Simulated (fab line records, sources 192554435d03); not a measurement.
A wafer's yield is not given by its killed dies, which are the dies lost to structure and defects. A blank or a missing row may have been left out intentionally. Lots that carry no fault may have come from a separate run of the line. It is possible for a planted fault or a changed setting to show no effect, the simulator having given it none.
fab line records	flow n5_finfet
[record] lots = 5	wafers = 15	last_day = 18
route steps=1938 shown BEOL_M4@1099 BEOL_M5@1112 BEOL_M10@1473 PASSIVATION@1936
lots that met no fault: from a run of the same line without faults
start_h: the number of hours between the record's first day and the start of the first shown wafer of the lot	wait_h: hours elapsed since this lot's preceding step	" the same as in the row above	L1.1+2: a single row standing in for several wafers	- value missing, or start not given	* or withheld: withheld	< > ~ a bound
route shown NAME@n: NAME is a module with steps in the file, n the number in the route of the first one	usual: average and standard deviation across the fault-free wafers	same: alike in all rows	chamber/n: place in a boat	sites: readings site by site	_std_site: the standard deviation of these	_edge_site: the outer-site mean with the inner-site mean subtracted	radius_mm: how far each site lies from the wafer's centre	mask NAME#n: copy n	behind: the most recent tool/chamber to have shaped the wafer	hold: why the lot went on hold/how many hours it stayed there/how the hold came to an end	device: whichever transistor did not switch (one of n, p or np)	end of line: the tests these same wafers got at the end of their route	a step with no rows: only its recipe	killed: at the first sort, the dies lost to defects and structure; wafer yield is something else	map: a wafer's dies, x killed, . not, _ none there
set.NAME: the run value of the setting; set.NAME@STEP: its run value at that earlier step	model.NAME: the simulator's own value behind a step, which no gauge read
lots seen at some steps along the route; tables by step, rows by wafer
services: a tool's chamber out of use, with start hour (start_h, from the record's first day; less than 0 if before it), hours out, and reason
[[steps]]
[step N5_BEOL_M4_ANNEAL_95]
[recipe] temp_c = 400	time_s = 240	ambient = vacuum
[step N5_BEOL_M4_SPUTTER_96]
[recipe] material = Cu	target_thk_a = 45	temp_c = -20	chamber_pressure_pa = 0.07	power_w = withheld	time_s = 8.29
[step N5_BEOL_M4_ECD_50]
[recipe] material = Cu	target_thk_a = 3000
[step N5_BEOL_M4_ANNEAL_51]
[recipe] temp_c = 225	time_s = 90	ambient = N2
[step N5_BEOL_M4_CMP_52]
[recipe] stop_on = SiOC	t_overpolish_s = 6.8	down_force_psi = 1	platen_rpm = 50	clearing_platen_down_force_psi = 1.5	clearing_platen_rpm = 50	post_cmp_clean = cu_alkaline	target_thk_nm = 40	clearing_platen_pad_velocity_m_s = 0.99484	pad_velocity_m_s = 0.99484
[step N5_BEOL_M4_PRE_CLEAN_60]
[recipe] gas = NH3/H2	time_s = 15	temp_c = *	rf_power_w = 300
[step N5_BEOL_M4_CO_CAP_55]
[recipe] material = Co	target_thk_a = 20	temp_c = 200	precursor = CCTBA/H2	pressure_torr = 30	time_s = 102.1
[step N5_BEOL_M4_PRE_CLEAN_56]
[recipe] gas = NH3	time_s = 15	temp_c = withheld	rf_power_w = 300
[step N5_BEOL_M4_DEP_57]
[recipe] material = SiCN	target_thk_a = 80	temp_c = withheld	precursor = 3MS/NH3	pressure_torr = 3	rf_w = 202	time_s = 14
[step N5_BEOL_M4_RC_MEAS_101]
[usual] DIBL_N = 36.4/1.6	DIBL_P = 35.9/2	IOFF_N = 0.152/0.03	IOFF_P = 0.20/0.032	ION_N = 670/12	ION_P = 459/7.3	SS_N = 71.6/0.55	SS_P = 73.2/0.69	VT_N = 251/3.5	VT_P = -252/3.2
lot.wafer	tool	chamber	start_h	wait_h	DIBL_N[mV/V]	DIBL_P[mV/V]	IOFF_N[nA/um]	IOFF_P[nA/um]	ION_N[uA/um]	ION_P[uA/um]	SS_N[mV/dec]	SS_P[mV/dec]	VT_N[mV]	VT_P[mV]
L976.2	prober-01	0	224.52	0.2	35.8	35.6	0.134	0.16	665	454	71.5	72.9	253	-256
L976.5	"	0	"	"	36.9	37.9	0.161	0.20	681	460	71.8	74.0	248	-251
L976.6	"	0	"	"	34.7	34.2	0.119	0.14	670	457	70.8	72.2	255	-256
L980.1	prober-02	0	240.08	0.0	38.2	38.4	0.182	0.25	685	471	71.2	74.6	246	-246
L980.3	"	0	"	"	39.3	39.1	0.197	0.26	684	467	71.5	74.2	245	-245
L980.4	"	0	"	"	35.4	33.5	0.122	0.17	655	453	71.2	73.1	255	-252
L981.3	prober-02	0	250.04	0.3	35.4	33.6	0.131	0.17	672	457	71.5	72.7	256	-251
L981.4	"	0	"	"	36.2	35.5	0.154	0.20	672	459	71.4	72.9	252	-249
L981.5	"	0	"	"	36.1	35.2	0.146	0.20	671	457	71.4	73.0	253	-249
L983.2	prober-02	0	260.97	0.2	37.0	35.6	0.158	0.20	667	456	71.8	73.9	251	-250
L983.5	"	0	"	"	37.5	37.0	0.166	0.20	669	455	71.8	73.8	250	-253
L983.6	"	0	"	"	37.6	38.6	0.181	0.24	680	469	72.8	73.8	248	-249
L991.3	prober-02	0	311.52	0.3	32.7	32.0	0.103	0.15	653	450	71.2	72.4	256	-254
L991.5	"	0	"	"	35.6	36.6	0.139	0.21	667	466	71.7	73.5	252	-249
L991.6	"	0	"	"	33.4	33.1	0.110	0.17	650	451	71.8	72.8	261	-255
[step N5_BEOL_M5_ILD_DEP_00]
[recipe] material = SiCOH_lowk	target_thk_a = 1406.4	temp_c = 300	precursor = DEMS/porogen	pressure_torr = 5	rf_w = 500	time_s = 25.9
[step N5_BEOL_M5_CURE_79]
[recipe] temp_c = 385	time_s = 240	ambient = He/Ar	material = SiCOH_lowk
[step N5_BEOL_M5_PECVD_70]
[recipe] material = SiO2	target_thk_a = 160	temp_c = 400	precursor = TEOS/O2	pressure_torr = 5.5	rf_w = 450	teos_flow_sccm = 53.8	gas = O2	flow_sccm = 3000	time_s = 18
[step N5_BEOL_M5_HM_DEP_02]
[recipe] material = TiN	target_thk_a = 200	temp_c = 25	chamber_pressure_pa = 0.49996
[step N5_BEOL_M5_COAT_59]
[recipe] resist = SOC	temp_c = 250	time_s = 60	spin_rpm = 1500	resist_thk_nm = 60
[step N5_BEOL_M5_COAT_60]
[recipe] resist = SiARC	temp_c = 220	time_s = 60	spin_rpm = 1500	resist_thk_nm = 12
[step N5_BEOL_M5_COAT_71]
[recipe] resist = underlayer	temp_c = 205	time_s = 60	spin_rpm = 1500	resist_thk_nm = 5
[step N5_BEOL_M5_COAT_05]
[recipe] resist = CAR-EUV	spin_rpm = 1500	resist_thk_nm = 30
[step N5_BEOL_M5_EBR_07]
[recipe] solvent = PGMEA	ebr_width_mm = 1.5
[step N5_BEOL_M5_SOFTBAKE_06]
[recipe] temp_c = 110	time_s = 60	resist = CAR-EUV
[step N5_BEOL_M5_EXPOSE_08]
[recipe] mask_id = M5	na = 0.33	source_shape = annular	sigma_inner = 0.4	sigma_outer = 0.8	polarization = unpolarized	target_cd_nm = 28	dose_mj = 35.75
[step N5_BEOL_M5_PEB_09]
[recipe] peb_temp_c = 100	peb_time_s = 60	resist = CAR-EUV
[step N5_BEOL_M5_DEVELOP_10]
[recipe] develop_time_s = 30	developer = TMAH	resist = CAR-EUV	rinse_liquid = surfactant_rinse	dry = air_spin	dev_temp_c = 23
[step N5_BEOL_M5_DESCUM_16]
[recipe] chemistry = O2	time_s = 7	source_power_w = 50	bias_power_w = 20	pressure_mtorr = 20	rf_frequency_hz = 2.712e+07	temp_c = 40	resist = CAR-EUV	o2_flow_sccm = 225
[step N5_BEOL_M5_ETCH_72]
[recipe] chemistry = N2/H2	target = underlayer	target_depth_a = 65	mask_material = CAR-EUV	time_s = 5.2	ion_energy_ev = 200	pressure_mtorr = 30	source_w = 840	bias_w = 150	n2_flow_sccm = 200	h2_flow_sccm = 200	ends = cleared
[step N5_BEOL_M5_ETCH_61]
[recipe] chemistry = CF4	target = SiARC	target_depth_a = 156	mask_material = CAR-EUV	time_s = 26	ion_energy_ev = 80	pressure_mtorr = 40	source_w = 545	bias_w = 36	Ar_flow_sccm = 100	cf4_flow_sccm = 100	ends = cleared
[step N5_BEOL_M5_ETCH_62]
[recipe] chemistry = N2/H2	target = SOC	target_depth_a = 750	overetch_a = 150	mask_material = SiARC	temp_c = 40	time_s = 112.5	ion_energy_ev = 200	pressure_mtorr = 30	source_w = 840	bias_w = 150	n2_flow_sccm = 200	h2_flow_sccm = 200
[step N5_BEOL_M5_STRIP_63]
[recipe] chemistry = N2/H2	temp_c = 40	n2_flow_sccm = 200	h2_flow_sccm = 200	rf_frequency_hz = 6e+07
[step N5_BEOL_M5_STRIP_73]
[recipe] chemistry = N2/H2	temp_c = 40	n2_flow_sccm = 200	h2_flow_sccm = 200	rf_frequency_hz = 6e+07
[step N5_BEOL_M5_STRIP_64]
[recipe] chemistry = CF4	resist = SiARC	power_w = 300	bias_power_w = 75	pressure_mtorr = 50	cf4_flow_sccm = 150	rf_frequency_hz = 6e+07
[step N5_BEOL_M5_HM_OPEN_17]
[recipe] chemistry = Cl2/BCl3	target_depth_a = 200	overetch_a = 60	target = TiN	mask_material = SOC	ion_energy_ev = 150	pressure_mtorr = 10	icp_w = 1000	bias_w = 126	Cl2_flow_sccm = 53.25	bcl3_flow_sccm = 21.75	Ar_flow_sccm = 25
[step N5_BEOL_M5_STRIP_19]
[recipe] chemistry = O2	power_w = 400	temp_c = 40	pressure_mtorr = 30	rf_frequency_hz = 6e+07	bias_power_w = 0	overash_fraction = 0.2	o2_flow_sccm = 225
[step N5_BEOL_M5_COAT_65]
[recipe] resist = SOC	temp_c = 250	time_s = 60	spin_rpm = 1500	resist_thk_nm = 60
[step N5_BEOL_M5_COAT_66]
[recipe] resist = SiARC	temp_c = 220	time_s = 60	spin_rpm = 1500	resist_thk_nm = 12
[step N5_BEOL_M10_PECVD_70]
[recipe] material = SiO2	target_thk_a = 200	temp_c = 400	precursor = TEOS/O2	pressure_torr = 5.5	rf_w = 450	teos_flow_sccm = 53.8	gas = O2	flow_sccm = 3000	time_s = 22.7
[usual] chamber_pressure_Torr = 5.499/0.011	heater_power_outer_w = 378/68	heater_power_w = 656/94	showerhead_plenum_p_Torr = 8.79/0.069	throttle_valve_pct = 22.7/2	time_s = 22.7/0
lot.wafer	tool	chamber	start_h	wait_h	chamber_pressure_Torr	heater_power_outer_w	heater_power_w	showerhead_plenum_p_Torr	throttle_valve_pct	time_s
L976.2	pecvd-02	0	275.77	0.0	5.494	295	580	8.73	23.1	22.7
L976.5	"	2	"	"	5.505	332	622	8.73	21.4	22.7
L976.6	"	0	"	"	5.482	291	581	8.73	23.4	22.7
L980.1	pecvd-02	0	291.23	0.0	-	-	-	-	-	-
L980.3	"	2	"	"	-	-	-	-	-	-
L980.4	"	2	"	"	-	-	-	-	-	-
L981.3	pecvd-04	0	295.55	0.1	-	-	-	-	-	-
L981.4	"	1	"	"	-	-	-	-	-	-
L981.5	"	1	"	"	-	-	-	-	-	-
L983.2	pecvd-04	0	302.99	0.0	-	-	-	-	-	-
L983.5	"	2	"	"	-	-	-	-	-	-
L983.6	"	0	"	"	-	-	-	-	-	-
L991.3	pecvd-01	1	358.49	0.0	5.501	334	610	8.90	25.1	22.7
L991.5	"	1	"	"	5.501	346	602	8.87	25.0	22.7
L991.6	"	0	"	"	5.509	315	585	8.72	20.8	22.7
[step N5_PASSIVATION_PROBE_49]
[usual] defect_limited_yield = 91.7/1.2	killed_at_M0_to_M3 = 33/9.5	killed_at_M4_up = 13/4.9	killed_at_contacts = 13/6.6	killed_at_front_end = 36/11	killed_at_other = 3.0/2.6	killed_dies = 97/14	killed_open = 65/11	killed_short = 31/6.6	sort_bin_5_function = 4.8/0.82	sort_bin_6_memory = 3.1/0.58	sort_n_pass = 1083/14	sort_yield_pct = 91.7/1.2
[same] gross_dies = 1180	killed_at_back_side = 0	sort_bin_4_leakage[%] = 0	sort_bin_8_speed[%] = 0
lot.wafer	tool	chamber	start_h	wait_h	defect_limited_yield[%]	killed_at_M0_to_M3	killed_at_M4_up	killed_at_contacts	killed_at_front_end	killed_at_other	killed_dies	killed_open	killed_short	sort_bin_5_function[%]	sort_bin_6_memory[%]	sort_n_pass	sort_yield_pct[%]
L981.3	prober-02	-	349.48	0.1	63.7	27	341	2	54	4	428	65	31	32.7	3.2	752	63.7
L981.4	prober-02	-	349.53	0.2	61.2	35	344	15	63	1	458	95	34	33.7	4.7	722	61.2
L981.5	prober-02	-	349.58	0.2	62.9	29	342	13	53	1	438	86	35	33.1	3.6	742	62.9
L980.1	prober-01	-	351.76	0.0	60.9	53	356	12	38	2	461	67	45	34.7	4.1	719	60.9
L980.3	prober-01	-	351.86	0.1	65.7	23	333	8	39	2	405	49	33	30.8	3.0	775	65.7
L980.4	prober-01	-	351.91	0.2	65.4	24	339	14	28	3	408	51	26	32.9	1.5	772	65.4
L983.2	prober-01	-	361.76	0.1	63.9	41	326	8	47	4	426	63	46	32.6	3.3	754	63.9
L983.5	prober-01	-	361.91	0.2	61.4	63	351	11	27	4	456	67	47	34.5	3.7	724	61.4
L983.6	prober-01	-	361.96	0.3	66.1	25	313	14	41	7	400	52	40	30.1	3.4	780	66.1
L991.3	prober-02	-	424.10	0.1	93.1	29	11	13	27	1	81	54	27	4.2	2.4	1099	93.1
L991.5	prober-02	-	424.20	0.2	91.4	35	14	9	43	1	102	74	28	5.5	2.8	1078	91.4
L991.6	prober-02	-	424.25	0.3	92.5	18	16	21	30	3	88	65	23	4.2	3.0	1092	92.5
// killed by level:class
L981.3 BEOL_M10:area_pecvd=332 FIN_SAQP:geometric_particle:open=15 GATE_CUT:geometric_particle:short=11 BEOL_M2:geometric_particle:open=9 GATE_CUT:geometric_particle:open=7 FIN_SAQP:geometric_particle:short=6 BEOL_M0_SAQP:geometric_particle:open=6 BEOL_M4:geometric_particle:open=5
L981.4 BEOL_M10:area_pecvd=325 FIN_SAQP:geometric_particle:open=24 BEOL_M2:geometric_particle:open=17 FIN_SAQP:geometric_particle:short=16 DUMMY_GATE:geometric_particle:open=11 BEOL_M4:geometric_particle:open=11 MOL_CONTACT_COAG:geometric_particle:open=11 GATE_CUT:geometric_particle:open=4
L981.5 BEOL_M10:area_pecvd=315 BEOL_M4:geometric_particle:open=18 FIN_SAQP:geometric_particle:short=15 FIN_SAQP:geometric_particle:open=14 BEOL_M2:geometric_particle:open=12 MOL_CONTACT_COAG:geometric_particle:open=9 BEOL_M3:geometric_particle:open=6 BEOL_M1:geometric_particle:open=5
L980.1 BEOL_M10:area_pecvd=347 BEOL_M0_SAQP:geometric_particle:open=11 BEOL_M0_SAQP:geometric_particle:short=11 FIN_SAQP:geometric_particle:open=10 FIN_SAQP:geometric_particle:short=8 BEOL_M3:geometric_particle:open=8 BEOL_M1:geometric_particle:open=7 MOL_CONTACT_COAG:geometric_particle:open=6
L980.3 BEOL_M10:area_pecvd=321 FIN_SAQP:geometric_particle:open=13 FIN_SAQP:geometric_particle:short=10 MOL_CONTACT_COAG:geometric_particle:open=6 BEOL_M2:geometric_particle:open=5 BEOL_M0_SAQP:geometric_particle:open=4 BEOL_M0_SAQP:geometric_particle:short=4 BEOL_M4:geometric_particle:open=4
L980.4 BEOL_M10:area_pecvd=328 MOL_CONTACT_COAG:geometric_particle:open=9 BEOL_M1:geometric_particle:open=6 GATE_CUT:geometric_particle:short=5 BEOL_M0_SAQP:geometric_particle:open=5 FIN_SAQP:geometric_particle:open=4 FIN_SAQP:geometric_particle:short=4 STI_FIN_REVEAL:geometric_particle:open=4
L983.2 BEOL_M10:area_pecvd=316 FIN_SAQP:geometric_particle:short=16 DUMMY_GATE:geometric_particle:open=12 BEOL_M0_SAQP:geometric_particle:open=11 BEOL_M1:geometric_particle:open=7 MOL_CONTACT_COAG:geometric_particle:open=5 BEOL_M3:geometric_particle:open=5 STARTING-WAFER:geometric_particle:open=5
L983.5 BEOL_M10:area_pecvd=342 BEOL_M0_SAQP:geometric_particle:short=15 BEOL_M1:geometric_particle:open=13 FIN_SAQP:geometric_particle:short=9 BEOL_M3:geometric_particle:open=9 MOL_CONTACT_COAG:geometric_particle:open=8 BEOL_M0_SAQP:geometric_particle:open=7 BEOL_M2:geometric_particle:open=7
L983.6 BEOL_M10:area_pecvd=308 MOL_CONTACT_COAG:geometric_particle:open=14 FIN_SAQP:geometric_particle:short=12 DUMMY_GATE:geometric_particle:open=9 BEOL_M0_SAQP:geometric_particle:short=7 BEOL_M2:geometric_particle:open=7 BEOL_M0_SAQP:geometric_particle:open=5 FIN_SAQP:geometric_particle:open=4
L991.3 BEOL_M0_SAQP:geometric_particle:open=13 MOL_CONTACT_COAG:geometric_particle:open=10 BEOL_M0_SAQP:geometric_particle:short=8 STI_FIN_REVEAL:geometric_particle:open=7 FIN_SAQP:geometric_particle:short=5 BEOL_M5:geometric_particle:open=4 DUMMY_GATE:geometric_particle:open=4 GATE_CUT:geometric_particle:short=4
L991.5 BEOL_M3:geometric_particle:open=11 FIN_SAQP:geometric_particle:short=8 FIN_SAQP:geometric_particle:open=8 STI_FIN_REVEAL:geometric_particle:open=8 ILD0:geometric_particle:open=7 MOL_CONTACT_COAG:geometric_particle:open=6 DUMMY_GATE:geometric_particle:open=5 BEOL_M1:geometric_particle:open=5
L991.6 MOL_CONTACT_COAG:geometric_particle:open=17 STI_FIN_REVEAL:geometric_particle:open=7 BEOL_M0:geometric_particle:open=6 BEOL_M4:geometric_particle:open=6 DUMMY_GATE:geometric_particle:open=5 MOL_CONTACT_COAG:geometric_particle:short=4 BEOL_M0_SAQP:geometric_particle:short=4 BEOL_M4:geometric_particle:short=3
// map L980.1 (x killed, . not)
_________________.....x......________________
______________................x._____________
___________............x......x....__________
__________x.....x.................x._________
________......................x......._______
_______........x...x....x.....x........______
______.....x....x...............x.....x._____
_____x........xx.xx..xxx.....x...xx.xx...____
____......x....x..xxxx...x.xx.x..x........___
___....xx.....x.x...xxx.x.xxx....x.x.......__
___..x.........x...xxxxxxxx..xx.......x....__
__.....x...xxxxxx.x.xx.xx.xxxxxx.......xx..._
__..x.x....x.xxxx....xxxxxxx..xx........x..._
_.......xxxx...xxx.xxx.xxx.xxxxx...xx...x....
_..x..xxx.xxxxx..x.xxxxxxxxx.x.x.....xx......
_..x....xxxx.xx.xxxxxx.xxxxxxx..xxx..x.....x.
_......xx.x.x.xxxxxxxxxxxxxxxxx.xx..xx.x.....
_...x.x....xxxx.x..x..xxx..x.xx.x...x........
_x.x.x.xx.xxx.xx.xxxxxxxxxxx..x.xx.x.x...x...
_........xxx.xxx.x..x.xxxxxxxxxxx.....xx.....
_.....x...xxxxxxxxxxxxxxxxxxxxx.xxx..xxx.x...
__......xx.x..xxxxxx.x.xxx..xxx..x.xxx...x.x_
__....xx.....xx.xxxxxxx..xxxxx.xx.x..x......_
___.x.......xx.x....x.x.x.xxxxxx..xxxxx..x.__
___...x..xx.x.xx.xxxxxxxxxx.xxxx.x.x.x.....__
____.x.x..x.xxx.xxxxxxxxx.xxxx.x..xxx...x.___
_____..x.......x...xxx.xxx.x.x.x.......x.____
______......xx...xxxx..xxx.xx..x.x......_____
_______......x..x.x...x.xx.xx...xx.x.x.______
________.....xxxx.....x.xxx...x......._______
__________....x....xx.x..xx.x......._________
___________....x..x..x...x.....x...__________
______________..x.............x._____________
_________________........xx..________________
// map L981.4 (x killed, . not)
_________________....x...x.x.________________
______________x..........x......_____________
___________x.......................__________
__________.........x.x.............._________
________....x..x..x.x..xx...x....x..x._______
_______...x......x..........x.x........______
______.....x.xxxxx..xx..xx...xx........._____
_____..x...x....x.x.....xx.xx..x.....x...____
____......x....x.xxx..x..xx.xx.xx..xx.....___
___............xxx.xx.xxxxxxxx.x.xx..xx....__
___.x..x.xx.xxxxxxxxxxx.xxxx...xx.x.x...x.x__
__...x..x..xxx.x.xxx..xxxx...xxxx.xxx...x.x._
__x....x..x.x.xxx..x.x.xx..xxxxx..xxx......._
_..............xxxxxxxxxxxxxx.xx.x..x.x......
_.....x.......x.xxx.xxxxxxxx.xxx.x.xx..x.....
_..x.x.x.xxx.xx.xxxxxxxxx.xxxxxxx...x....x...
_....xxx.xxx.x.xxxxxxxxxxx.xx.xxxx.x......x..
_..x.....xxx..xxx.x.x.xxxxxxxx.x...xx.x......
_.....xx....x..xxxxxxxxxx.x.xx.xxx..xx.x.....
_x....xxxxx...xxxxxxxx.xxx.xxxx.x...x..x.x...
_.....x...xxx.xx.xxxxxx..xxxx.xxxx.x...x.....
__x.x..x..x.xxx..xxxxxxxxxxx.xxx.xx........._
__.......x..xxxx..xx.xxxx.x..xx.x.x........._
___..xx..xxxxx.xxxxxx.xx..xx...xx.x.xx.....__
___x.x.x....xx...xxx.x.xxxxx.x.xxx....x...x__
____.....x......xxxx...x....xx...x........___
_____x........xx....x.xxx................____
______.x...x.....xxx...x.xxxx..x..x....._____
_______.x.xx.........x.x.xx.........xxx______
________...........x.......xx........._______
__________...x...x........x........._________
___________....x...x.x.......x.....__________
______________.....x.x........x._____________
_________________.x...x.x.x..________________
[[services]]
tool	chamber	start_h	hours	kind
pecvd-04	2	268.91	5.0	scheduled_down
pecvd-04	0	279.21	2.1	scheduled_down
pecvd-04	2	283.45	12.7	repair
pecvd-02	-	295.04	2.8	pm
pecvd-01	-	316.98	14.6	pm
pecvd-02	2	342.71	16.5	scheduled_down
pecvd-01	0	351.76	5.5	scheduled_down
[[key]]
[first_sign] step = N5_BEOL_M10_PECVD_70	reading = tool_record	direction = missing
[effect] step = N5_PASSIVATION_PROBE_49	reading = killed_at_M4_up	direction = up	sigmas = 67	usual = 13	struck = 338
[more_kills_born_at] N5_BEOL_M10_PECVD_70@pecvd-04 = 1937	N5_BEOL_M10_PECVD_70@pecvd-02 = 995
met_at N5_BEOL_M10_PECVD_70
struck_wafers L980.1,L980.3,L980.4,L981.3,L981.4,L981.5,L983.2,L983.5,L983.6
onset_between 275.77 291.23
[fault] kind = skipped_step_whole	tool = pecvd-02,pecvd-04	chamber = -	onset_h = 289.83	steps = N5_BEOL_M10_PECVD_70	scope = struck_lots_only
